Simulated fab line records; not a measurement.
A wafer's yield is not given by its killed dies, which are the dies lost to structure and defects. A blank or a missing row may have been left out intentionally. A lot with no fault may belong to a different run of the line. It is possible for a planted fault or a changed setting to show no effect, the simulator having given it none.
fab line records	flow n5_finfet	part 1 of 2: steps 1 to 4 of 6
record lots=23	wafers=69	last_day=17
route steps=1938 shown BEOL_M0@720 BEOL_M1@766
lots that met no fault: taken from a fault-free run of the same line
start_h: start of the lot's first displayed wafer, in hours after the record's first day	wait_h: time in hours since the lot's previous step	" the same as in the row above	L1.1+2: a row that stands for several wafers	- no value, or no start was given	* or withheld: withheld	< > ~ a bound
route shown NAME@n: a module of which the file shows steps, and the number in the route of the first	usual: average and standard deviation across the fault-free wafers	same: alike in all rows	chamber/n: place in a boat	sites: readings site by site	_std_site: the standard deviation of these	_edge_site: outer sites' mean less inner sites'	radius_mm: for every site, how far away it sits from the centre of the wafer	mask NAME#n: copy n	behind: the most recent tool/chamber to have shaped the wafer	hold: why the lot went on hold/how many hours it stayed there/how the hold came to an end	device: whichever transistor did not switch (one of n, p or np)	end of line: tests of these same wafers at the route's end	a step given without rows: its recipe and nothing more	killed: the dies lost at the first sort to structure and to defects; this is not the yield of the wafer	map: shows each die of a wafer: x if killed, . if not, _ if none is there
set.NAME: the setting that was run; set.NAME@STEP: the one run at that earlier step	model.NAME: the simulator's own value behind a step, which no gauge read
steps of the route over a sample of lots; a table a step, a row a wafer
services: from which hour (start_h, from the record's first day; less than 0 if before it) a tool's chamber was out of use, for how many hours, and why
## steps
# step N5_BEOL_M0_ETCH_128
# recipe chemistry=CF4/N2	target_depth_a=120	overetch_a=51	target=SiCN	time_s=21.4	ion_energy_ev=150	pressure_mtorr=40	source_w=430	bias_w=70	Ar_flow_sccm=100	cf4_flow_sccm=60	n2_flow_sccm=60
# usual drypump_motor_current_A=5.8/0.38	oes_product_au=0.53/0.065	rf_vpp_V=382.5/1.5	showerhead_plenum_p_Torr=2.21/0.052	throttle_valve_pct=15.51/0.2
lot.wafer	tool	chamber	start_h	wait_h	drypump_motor_current_A	oes_product_au	rf_hours_counter_h	rf_vpp_V	showerhead_plenum_p_Torr	throttle_valve_pct
L074.1	rie_diel-04	3	114.58	0.5	6.1	0.48	231	380.9	2.18	15.56
L074.3	"	2	"	"	5.1	0.50	166	381.3	2.20	15.69
L074.5	"	0	"	"	5.4	0.49	-	381.2	2.19	15.42
L075.3	rie_diel-03	3	127.79	0.7	6.1	0.50	216	381.3	2.18	15.53
L075.5	"	1	"	"	6.0	0.49	-	380.6	2.18	15.77
L075.6	"	2	"	"	5.8	0.51	-	381.4	2.20	15.57
L077.1	rie_diel-03	2	135.21	0.0	5.8	0.49	165	382.7	2.20	15.59
L077.4	"	1	"	"	6.0	0.48	235	380.8	2.18	15.79
L077.6	"	2	"	"	5.8	0.50	-	382.2	2.20	15.56
L076.1	rie_diel-01	2	135.22	0.0	5.9	0.53	130	382.5	2.22	15.27
L076.4	"	0	"	"	6.5	0.64	16	385.1	2.35	15.43
L076.5	"	0	"	"	6.5	0.63	-	386.6	2.35	15.43
L078.1	rie_diel-04	1	138.64	0.0	5.7	0.54	124	384.9	2.30	15.64
L078.2	"	0	"	"	5.4	0.49	212	383.1	2.18	15.45
L078.3	"	3	"	"	6.0	0.49	239	382.0	2.18	15.58
L079.2	rie_diel-01	2	143.73	0.0	5.9	0.53	133	382.4	2.22	15.28
L079.3	"	3	"	"	6.1	0.60	41	384.0	2.24	15.44
L079.5	"	1	"	"	6.6	0.51	-	381.3	2.20	15.69
L080.1	rie_diel-04	0	149.96	0.1	5.4	0.49	216	381.7	2.18	15.46
L080.2	"	2	"	"	5.2	0.51	179	381.4	2.20	15.70
L080.6	"	3	"	"	6.0	0.48	-	381.1	2.18	15.58
L081.2	rie_diel-04	0	171.52	0.2	5.4	0.48	224	381.6	2.18	15.49
L081.4	"	1	"	"	5.7	0.53	-	385.5	2.30	15.67
L081.5	"	2	"	"	5.1	0.50	-	381.5	2.19	15.70
L084.1	rie_diel-04	2	185.58	0.0	5.1	0.50	193	384.2	2.19	15.73
L084.3	"	0	"	"	5.4	0.48	230	382.3	2.18	15.47
L084.5	"	3	"	"	6.0	0.68	-	381.1	2.17	15.09
L083.1	rie_diel-01	3	187.98	0.4	6.1	0.57	57	384.0	2.24	15.47
L083.3	"	0	"	"	6.5	0.61	33	386.8	2.34	15.47
L083.5	"	3	"	"	6.1	0.59	-	382.6	2.24	15.47
L082.3	rie_diel-03	3	188.36	0.7	6.1	0.49	239	381.8	2.17	15.58
L082.4	"	2	"	"	5.8	0.50	-	381.9	2.19	15.59
L082.5	"	3	"	"	6.1	0.49	-	380.7	2.17	15.59
L085.2	rie_diel-03	0	194.09	0.1	5.5	0.47	232	382.6	2.27	15.48
L085.4	"	3	"	"	6.1	0.48	-	382.9	2.17	15.59
L085.5	"	2	"	"	5.8	0.49	-	382.8	2.19	15.60
L086.2	rie_diel-03	2	199.15	0.0	5.8	0.48	190	383.2	2.19	15.64
L086.4	"	0	"	"	5.5	0.48	-	383.2	2.27	15.49
L086.6	"	3	"	"	6.2	0.48	-	380.8	2.17	15.61
L087.2	rie_diel-04	3	204.76	0.4	6.1	0.65	7	380.8	2.17	15.10
L087.3	"	1	"	"	5.7	0.52	149	384.6	2.30	15.69
L087.4	"	1	"	"	5.7	0.53	-	384.5	2.29	15.69
L088.3	rie_diel-04	0	207.66	0.0	5.4	0.48	237	381.7	2.18	15.50
L088.4	"	2	"	"	5.1	0.50	201	381.2	2.19	15.74
L088.5	"	2	"	"	5.2	0.51	-	382.5	2.19	15.73
L089.1	rie_diel-04	1	214.02	0.0	5.7	0.51	152	384.8	2.29	15.71
L089.3	"	3	"	"	6.1	0.63	10	380.6	2.17	15.12
L089.4	"	0	"	"	5.4	0.48	239	382.3	2.17	15.50
L090.1	rie_diel-03	2	224.13	0.0	5.8	0.48	200	381.6	2.19	15.65
L090.2	"	0	"	"	5.5	0.46	244	382.2	2.26	15.51
L090.3	"	1	"	"	6.0	0.63	8	380.8	2.17	15.32
L092.1	rie_diel-04	1	232.77	0.0	5.7	0.52	159	382.6	2.29	15.70
L092.4	"	0	"	"	5.4	0.48	246	380.6	2.17	15.50
L092.5	"	3	"	"	6.0	0.63	-	381.2	2.17	15.13
L093.1	rie_diel-03	3	237.37	0.3	6.1	0.68	1	382.3	2.17	15.11
L093.2	"	2	"	"	5.8	0.48	206	382.3	2.18	15.66
L093.5	"	2	"	"	5.8	0.48	-	382.8	2.18	15.66
L094.2	rie_diel-01	0	242.19	0.3	6.4	0.59	54	385.6	2.33	15.51
L094.3	"	2	"	"	5.9	0.50	170	381.5	2.20	15.35
L094.5	"	3	"	"	6.1	0.57	-	382.9	2.23	15.52
L095.2	rie_diel-04	1	247.20	0.1	5.7	0.52	165	385.0	2.29	15.72
L095.4	"	2	"	"	5.1	0.49	-	382.8	2.18	15.77
L095.6	"	1	"	"	5.7	0.52	-	383.5	2.29	15.73
L096.1	rie_diel-03	2	254.82	0.1	5.8	0.47	212	383.1	2.18	15.65
L096.2	"	1	"	"	6.0	0.62	19	380.1	2.17	15.34
L096.6	"	3	"	"	6.1	0.67	-	381.8	2.16	15.11
L097.1	rie_diel-04	3	258.57	0.0	6.0	0.60	29	382.0	2.16	15.15
L097.2	"	2	"	"	5.1	0.49	221	381.2	2.18	15.79
L097.4	"	3	"	"	6.0	0.62	-	381.6	2.16	15.16
# step N5_BEOL_M1_INSPECT_13
# recipe mode=adi	inspect_instrument=brightfield
# usual raw_defect_count=396/95
lot.wafer	tool	chamber	start_h	wait_h	raw_defect_count
L074.1	defect_inspect-01	-	121.50	0.1	253
L074.3	"	-	"	"	302
L074.5	"	-	"	"	226
L075.3	defect_inspect-01	-	135.82	0.0	454
L075.5	"	-	"	"	551
L075.6	"	-	"	"	490
L077.1	defect_inspect-02	-	139.67	0.1	356
L077.4	"	-	"	"	411
L077.6	"	-	"	"	343
L076.1	defect_inspect-01	-	142.62	0.1	565
L076.4	"	-	"	"	236
L076.5	"	-	"	"	402
L078.1	defect_inspect-02	-	144.79	0.1	287
L078.2	"	-	"	"	256
L078.3	"	-	"	"	327
L079.2	defect_inspect-01	-	150.22	0.0	309
L079.3	"	-	"	"	436
L079.5	"	-	"	"	465
L080.1	defect_inspect-01	-	157.53	0.1	413
L080.2	"	-	"	"	496
L080.6	"	-	"	"	461
L081.2	defect_inspect-01	-	177.02	0.0	551
L081.4	"	-	"	"	379
L081.5	"	-	"	"	325
L084.1	defect_inspect-01	-	189.09	0.1	295
L084.3	"	-	"	"	338
L084.5	"	-	"	"	303
L083.1	defect_inspect-02	-	191.45	0.1	422
L083.3	"	-	"	"	397
L083.5	"	-	"	"	517
L082.3	defect_inspect-02	-	192.01	0.0	415
L082.4	"	-	"	"	474
L082.5	"	-	"	"	380
L085.2	defect_inspect-01	-	197.39	0.1	525
L085.4	"	-	"	"	375
L085.5	"	-	"	"	333
L086.2	defect_inspect-01	-	204.43	0.0	442
L086.4	"	-	"	"	439
L086.6	"	-	"	"	406
L087.2	defect_inspect-02	-	209.02	0.0	327
L087.3	"	-	"	"	370
L087.4	"	-	"	"	309
L088.3	defect_inspect-02	-	214.91	0.0	268
L088.4	"	-	"	"	290
L088.5	"	-	"	"	307
L089.1	defect_inspect-01	-	218.85	0.1	446
L089.3	"	-	"	"	365
L089.4	"	-	"	"	409
L090.1	defect_inspect-02	-	227.94	0.1	603
L090.2	"	-	"	"	442
L090.3	"	-	"	"	636
L092.1	defect_inspect-02	-	238.18	0.1	340
L092.4	"	-	"	"	393
L092.5	"	-	"	"	406
L093.1	defect_inspect-01	-	242.83	0.1	434
L093.2	"	-	"	"	397
L093.5	"	-	"	"	420
L094.2	defect_inspect-01	-	250.44	0.0	335
L094.3	"	-	"	"	297
L094.5	"	-	"	"	372
L095.2	defect_inspect-02	-	253.33	0.0	450
L095.4	"	-	"	"	303
L095.6	"	-	"	"	284
L096.1	defect_inspect-01	-	259.50	0.1	406
L096.2	"	-	"	"	315
L096.6	"	-	"	"	381
L097.1	defect_inspect-01	-	262.08	0.1	274
L097.2	"	-	"	"	456
L097.4	"	-	"	"	230
# step N5_BEOL_M1_DESCUM_16
# recipe chemistry=O2	time_s=7	source_power_w=50	bias_power_w=20	pressure_mtorr=20	rf_frequency_hz=2.712e+07	temp_c=40	resist=CAR-EUV	o2_flow_sccm=225
# usual drypump_motor_current_A=5.8/0.5	o2_flow_sccm=225.1/0.57	oes_product_au=0.81/0.081	rf_vpp_V=243.3/1.3	showerhead_plenum_p_Torr=2.10/0.073	throttle_valve_pct=20.41/0.22
lot.wafer	tool	chamber	start_h	wait_h	drypump_motor_current_A	o2_flow_sccm	oes_product_au	rf_hours_counter_h	rf_vpp_V	showerhead_plenum_p_Torr	throttle_valve_pct
L074.1	rie_diel-02	1	121.53	0.0	5.5	225.2	0.75	138	244.7	2.19	20.48
L074.3	"	2	"	"	5.1	226.5	0.81	69	241.6	2.04	20.31
L074.5	"	1	"	"	5.5	224.7	0.76	-	245.2	2.19	20.49
L075.3	rie_diel-06	1	135.85	0.0	5.5	224.4	0.75	167	240.2	1.99	20.33
L075.5	"	0	"	"	5.7	224.0	0.88	-	244.0	2.12	20.01
L075.6	"	1	"	"	5.5	224.7	0.74	-	242.1	1.99	20.32
L077.1	rie_diel-02	2	139.71	0.0	5.1	225.2	0.81	77	242.3	2.03	20.31
L077.4	"	1	"	"	5.6	225.1	0.75	146	245.6	2.19	20.50
L077.6	"	1	"	"	5.5	224.5	0.76	-	245.2	2.19	20.52
L076.1	rie_diel-05	2	142.66	0.0	5.4	224.7	0.74	165	243.4	2.08	20.71
L076.4	"	1	"	"	5.9	225.8	0.75	166	244.6	2.18	20.57
L076.5	"	1	"	"	5.9	225.2	0.75	-	243.1	2.18	20.62
L078.1	rie_diel-02	1	145.15	0.4	5.6	225.5	0.75	148	244.4	2.18	20.51
L078.2	"	0	"	"	5.1	224.8	0.98	3	244.8	2.22	20.52
L078.3	"	2	"	"	5.1	225.8	0.81	79	242.7	2.03	20.33
L079.2	rie_diel-06	2	150.26	0.0	6.6	225.6	0.79	142	243.1	2.09	20.50
L079.3	"	0	"	"	5.7	225.5	0.88	33	244.2	2.12	20.01
L079.5	"	3	"	"	6.5	225.2	0.85	-	242.0	2.04	20.44
L080.1	rie_diel-06	0	157.56	0.0	5.7	225.1	0.87	35	243.4	2.12	20.00
L080.2	"	2	"	"	6.5	224.4	0.78	144	243.6	2.09	20.50
L080.6	"	1	"	"	5.5	225.4	0.74	-	242.1	1.99	20.33
L081.2	rie_diel-06	1	177.05	0.0	5.5	226.4	0.74	179	241.6	1.99	20.35
L081.4	"	3	"	"	6.6	224.8	0.83	78	243.3	2.04	20.47
L081.5	"	2	"	"	6.5	224.8	0.76	-	244.1	2.09	20.51
L084.1	rie_diel-06	2	189.13	0.0	6.5	224.8	0.77	153	242.8	2.09	20.52
L084.3	"	0	"	"	5.7	225.4	0.85	45	243.3	2.12	20.04
L084.5	"	0	"	"	5.7	224.6	0.86	-	244.1	2.12	20.03
L083.1	rie_diel-05	1	191.49	0.0	5.9	225.5	0.74	183	246.0	2.17	20.62
L083.3	"	0	"	"	5.7	225.4	0.97	5	243.2	2.06	20.07
L083.5	"	0	"	"	5.7	226.0	0.98	-	244.4	2.06	20.05
L082.3	rie_diel-06	2	192.05	0.0	6.5	225.0	0.77	154	244.0	2.09	20.53
L082.4	"	0	"	"	5.7	225.3	0.85	46	243.8	2.12	20.03
L082.5	"	3	"	"	6.6	225.9	0.83	-	243.0	2.04	20.45
L085.2	rie_diel-06	1	197.88	0.5	5.5	225.1	0.74	186	240.6	1.99	20.35
L085.4	"	3	"	"	6.5	224.0	0.83	85	241.1	2.04	20.47
L085.5	"	2	"	"	6.5	224.8	0.77	-	243.2	2.09	20.53
L086.2	rie_diel-05	3	204.46	0.0	5.7	225.8	0.97	2	244.2	2.24	20.31
L086.4	"	2	"	"	5.4	224.5	0.73	188	243.2	2.08	20.75
L086.6	"	2	"	"	5.4	226.1	0.73	-	243.6	2.08	20.76
L087.2	rie_diel-06	0	209.06	0.0	5.7	225.3	0.85	51	244.3	2.12	20.03
L087.3	"	2	"	"	6.5	225.6	0.77	160	243.2	2.09	20.53
L087.4	"	1	"	"	5.5	224.9	0.73	190	241.9	1.99	20.35
L088.3	rie_diel-05	0	214.94	0.0	5.7	224.6	0.94	13	243.1	2.06	20.07
L088.4	"	2	"	"	5.4	225.6	0.73	191	243.1	2.07	20.76
L088.5	"	2	"	"	5.4	225.5	0.73	-	242.7	2.07	20.78
L089.1	rie_diel-02	1	218.88	0.0	5.6	225.4	0.73	174	242.3	2.18	20.56
L089.3	"	0	"	"	5.1	225.0	0.90	30	245.5	2.21	20.57
L089.4	"	0	"	"	5.1	224.4	0.90	-	244.8	2.21	20.57
L090.1	rie_diel-02	0	227.97	0.0	5.1	224.8	0.90	34	245.5	2.21	20.57
L090.2	"	3	"	"	6.6	224.5	0.89	27	244.8	2.15	20.19
L090.3	"	1	"	"	5.5	225.5	0.72	178	244.4	2.17	20.56
L092.1	rie_diel-06	3	238.22	0.0	6.6	225.2	0.81	96	242.0	2.03	20.50
L092.4	"	0	"	"	5.8	225.0	0.83	59	243.7	2.11	20.04
L092.5	"	2	"	"	6.5	226.1	0.75	-	243.7	2.08	20.54
L093.1	rie_diel-05	3	242.86	0.0	5.7	223.9	0.93	14	245.0	2.23	20.34
L093.2	"	1	"	"	5.9	225.8	0.73	200	244.3	2.17	20.66
L093.5	"	3	"	"	5.8	225.1	0.93	-	245.2	2.23	20.34
L094.2	rie_diel-05	0	250.48	0.0	5.6	225.6	0.92	23	242.1	2.06	20.08
L094.3	"	2	"	"	5.4	225.5	0.72	202	244.7	2.07	20.78
L094.5	"	3	"	"	5.7	225.0	0.92	-	246.1	2.23	20.33
L095.2	rie_diel-02	3	253.36	0.0	6.5	224.8	0.89	33	245.7	2.15	20.21
L095.4	"	2	"	"	5.1	225.2	0.80	98	241.6	2.03	20.36
L095.6	"	2	"	"	5.1	224.6	0.80	-	242.1	2.03	20.36
L096.1	rie_diel-05	0	259.79	0.3	5.6	225.2	0.92	25	242.2	2.06	20.10
L096.2	"	3	"	"	5.7	224.5	0.92	17	244.1	2.23	20.35
L096.6	"	2	"	"	5.4	225.3	0.72	-	243.1	2.07	20.78
L097.1	rie_diel-06	1	262.16	0.1	5.5	224.9	0.71	205	241.3	1.98	20.39
L097.2	"	3	"	"	6.6	225.9	0.80	102	242.5	2.03	20.50
L097.4	"	0	"	"	5.7	225.0	0.82	65	243.3	2.11	20.06
# step N5_BEOL_M1_HM_OPEN_17
# recipe chemistry=Cl2/BCl3	target_depth_a=200	overetch_a=60	target=TiN	mask_material=SOC	ion_energy_ev=150	pressure_mtorr=10	icp_w=1000	bias_w=126	Cl2_flow_sccm=53.25	bcl3_flow_sccm=21.75	Ar_flow_sccm=25
# usual drypump_motor_current_A=6.0/0.32	oes_product_au=0.70/0.076	throttle_valve_pct=22.03/0.12
lot.wafer	tool	chamber	start_h	wait_h	drypump_motor_current_A	oes_product_au	rf_hours_counter_h	throttle_valve_pct
L074.1	rie_metal-02	1	121.78	0.0	6.3	0.76	11	21.97
L074.3	"	0	"	"	5.7	0.60	-	22.24
L074.5	"	0	"	"	5.7	0.60	-	22.22
L075.3	rie_metal-02	1	136.13	0.1	6.3	0.77	-	21.96
L075.5	"	0	"	"	5.7	0.61	-	22.24
L075.6	"	1	"	"	6.3	0.76	-	21.96
L077.1	rie_metal-02	1	139.96	0.0	6.2	0.76	12	21.96
L077.4	"	1	"	"	6.2	0.76	-	21.99
L077.6	"	0	"	"	5.7	0.61	-	22.24
L076.1	rie_metal-02	0	142.90	0.0	5.8	0.61	75	22.23
L076.4	"	0	"	"	5.7	0.60	-	22.25
L076.5	"	0	"	"	5.7	0.60	-	22.24
L078.1	rie_metal-02	1	145.40	0.0	6.3	0.75	14	21.98
L078.2	"	0	"	"	5.8	0.60	75	22.21
L078.3	"	0	"	"	5.7	0.61	-	22.24
L079.2	rie_metal-01	0	150.51	0.0	5.4	0.61	77	22.17
L079.3	"	0	"	"	5.4	0.60	-	22.19
L079.5	"	0	"	"	5.4	0.60	-	22.19
L080.1	rie_metal-02	0	157.81	0.0	5.8	0.60	76	22.22
L080.2	"	1	"	"	6.3	0.75	14	22.00
L080.6	"	1	"	"	6.3	0.75	-	21.98
L081.2	rie_metal-03	0	177.30	0.0	6.4	0.72	20	22.00
L081.4	"	1	"	"	6.0	0.79	-	21.92
L081.5	"	1	"	"	6.0	0.79	-	21.91
L084.1	rie_metal-03	1	189.37	0.0	6.0	0.77	5	21.92
L084.3	"	1	"	"	5.9	0.78	-	21.92
L084.5	"	1	"	"	5.9	0.78	-	21.91
L083.1	rie_metal-03	1	191.73	0.0	5.9	0.79	5	21.89
L083.3	"	1	"	"	5.9	0.78	-	21.91
L083.5	"	1	"	"	5.9	0.79	-	21.90
L082.3	rie_metal-03	1	192.35	0.1	5.9	0.77	-	21.91
L082.4	"	1	"	"	5.9	0.78	-	21.92
L082.5	"	1	"	"	5.9	0.77	-	21.91
L085.2	rie_metal-02	1	198.12	0.0	6.3	0.74	18	22.00
L085.4	"	1	"	"	6.3	0.74	-	21.99
L085.5	"	1	"	"	6.3	0.74	-	21.98
L086.2	rie_metal-03	0	204.71	0.0	6.5	0.71	22	22.01
L086.4	"	0	"	"	6.5	0.70	-	21.99
L086.6	"	1	"	"	5.9	0.77	-	21.95
L087.2	rie_metal-02	1	209.31	0.0	6.3	0.73	20	21.99
L087.3	"	1	"	"	6.3	0.73	-	21.98
L087.4	"	0	"	"	5.7	0.58	-	22.24
L088.3	rie_metal-02	1	215.22	0.1	6.2	0.72	-	22.02
L088.4	"	0	"	"	5.7	0.58	-	22.26
L088.5	"	0	"	"	5.7	0.58	-	22.25
L089.1	rie_metal-01	1	219.13	0.0	5.3	0.52	125	22.00
L089.3	"	1	"	"	5.3	0.52	-	22.01
L089.4	"	0	"	"	5.4	0.59	-	22.19
L090.1	rie_metal-03	0	228.22	0.0	6.5	0.70	24	22.02
L090.2	"	1	"	"	5.9	0.75	8	21.93
L090.3	"	1	"	"	6.0	0.76	-	21.94
L092.1	rie_metal-03	1	238.47	0.0	6.0	0.76	10	21.92
L092.4	"	0	"	"	6.5	0.71	-	21.98
L092.5	"	0	"	"	6.5	0.70	-	21.99
L093.1	rie_metal-03	1	243.11	0.0	5.9	0.75	10	21.91
L093.2	"	0	"	"	6.5	0.70	26	22.00
L093.5	"	0	"	"	6.5	0.70	-	22.00
L094.2	rie_metal-03	0	250.72	0.0	6.4	0.69	26	22.00
L094.3	"	0	"	"	6.5	0.70	-	22.00
L094.5	"	0	"	"	6.5	0.69	-	21.99
L095.2	rie_metal-03	0	253.61	0.0	6.5	0.70	26	22.02
L095.4	"	1	"	"	5.9	0.75	-	21.93
L095.6	"	0	"	"	6.5	0.70	-	22.02
L096.1	rie_metal-02	0	260.04	0.0	5.8	0.58	87	22.27
L096.2	"	1	"	"	6.2	0.70	25	22.01
L096.6	"	0	"	"	5.7	0.58	-	22.27
L097.1	rie_metal-03	0	262.41	0.0	6.5	0.70	27	22.02
L097.2	"	1	"	"	6.0	0.74	11	21.92
L097.4	"	1	"	"	6.0	0.74	-	21.93
